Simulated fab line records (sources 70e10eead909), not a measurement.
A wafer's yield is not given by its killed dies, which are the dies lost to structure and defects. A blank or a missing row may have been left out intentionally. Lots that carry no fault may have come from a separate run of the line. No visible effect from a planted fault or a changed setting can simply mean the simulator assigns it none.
Matching of chambers	flow nand_harc	ald_metal-04 running NHARC_A_BLC_ALD_23: 4 sister chambers
The step deposits TiN, target thk 3 nm, pulse time 1 s, ald cycles 150. 4 wafers are shown with their chamber, then 9 later ones without.

## WAFERS WITH THEIR CHAMBER
wafer	chamber	heater_power_w (W)
L076.2	0	1142
L090.1	1	1144
L090.3	3	884
L090.5	2	1186

## WAFERS WITH NO CHAMBER GIVEN
wafer	heater_power_w (W)
L093.1	1111
L093.5	881
L093.6	1209
L095.2	893
L095.3	1068
L095.6	1058
L097.2	1204
L097.3	1098
L097.5	1190

## EACH ONE'S CHAMBER
wafer	from the rows above	in truth
L093.1	can't be placed: 0 or 1 or 2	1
L093.5	3	3
L093.6	can't be placed: 2 or 1 or 0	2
L095.2	3	3
L095.3	can't be placed: 0 or 1 or 2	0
L095.6	can't be placed: 0 or 1 or 2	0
L097.2	can't be placed: 2 or 1 or 0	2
L097.3	can't be placed: 0 or 1 or 2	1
L097.5	can't be placed: 2 or 1 or 0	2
Correctly placed: 2 of 9. Cannot be placed on the basis of these rows: 7; the candidates contain the true chamber in 7. Placed wrongly: 0.
How it was worked out, from the rows above alone: a wafer's distance from a chamber is the root of the sum, over the readings, of the square of ((its reading less the chamber's mean) divided by the reading's scatter). The wafer belongs to the nearest chamber; if the next one is less than 2 further off, it can't be placed. Each chamber's mean is taken over the wafers shown for it. The scatter (one wafer shown for each chamber): square how far every hidden wafer sits from the nearest shown wafer, average those squares and take the square root.
